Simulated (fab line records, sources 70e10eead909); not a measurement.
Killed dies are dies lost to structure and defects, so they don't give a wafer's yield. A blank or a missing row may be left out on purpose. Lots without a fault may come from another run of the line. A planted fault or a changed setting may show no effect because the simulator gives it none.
One fault seen from 2 desks | flow nand_harc | each desk has only its own numbers; what lay behind them comes last

THE TOOL OWNER'S DESK: cmp-03
The tool's own readings at NHARC_P_M0_CMP_23 (polishes, t overpolish 20 s, target thk 117.54 nm): means of the sampled wafers that have a number, for each lot that ran on this tool. A lot is out of limits, marked OUT, if its mean lies more than 4 standard deviations from the usual mean; the brackets give that distance.
Columns: A = motor_current_A at NHARC_P_M0_CMP_23, usual 11.8 A; B = slurry_flow_ml_min at NHARC_P_M0_CMP_23, usual 150.0; C = time_to_endpoint_s at NHARC_P_M0_CMP_23, usual 30 s
lot  | first seen here | A    | B     | C
L126 | day 9 03:07     | 11.1 | 150.3 | 31
L129 | day 10 02:57    | 10.7 | 149.8 | 23
This desk's finding: nothing out of limits on any of the 2 lots.

THE METROLOGY DESK
What the gauges read, lot by lot, whatever tool the lot ran on: means of the sampled wafers that have a number. A lot is out of limits, marked OUT, if its mean lies more than 4 standard deviations from the usual mean; the brackets give that distance.
Columns: A = cd_nm at NHARC_P_M0_CD_MEAS_16, usual 90.3 nm; B = thk_nm at NHARC_P_M0_THK_MEAS_24, usual 117.8 nm
lot  | first seen here | A    | B
L123 | day 7 16:42     | 90.2 | 115.2
L126 | day 9 01:23     | 89.9 | 116.9
L129 | day 10 01:14    | 90.6 | 114.3
L133 | day 12 05:41    | 90.4 | 119.3
L139 | day 14 10:42    | 89.5 | 117.6
This desk's finding: nothing out of limits on any of the 5 lots.

PUT TOGETHER
The tool owner's desk saw nothing out of limits.
The metrology desk saw nothing out of limits.

WHAT THE SIMULATOR HAD PUT IN
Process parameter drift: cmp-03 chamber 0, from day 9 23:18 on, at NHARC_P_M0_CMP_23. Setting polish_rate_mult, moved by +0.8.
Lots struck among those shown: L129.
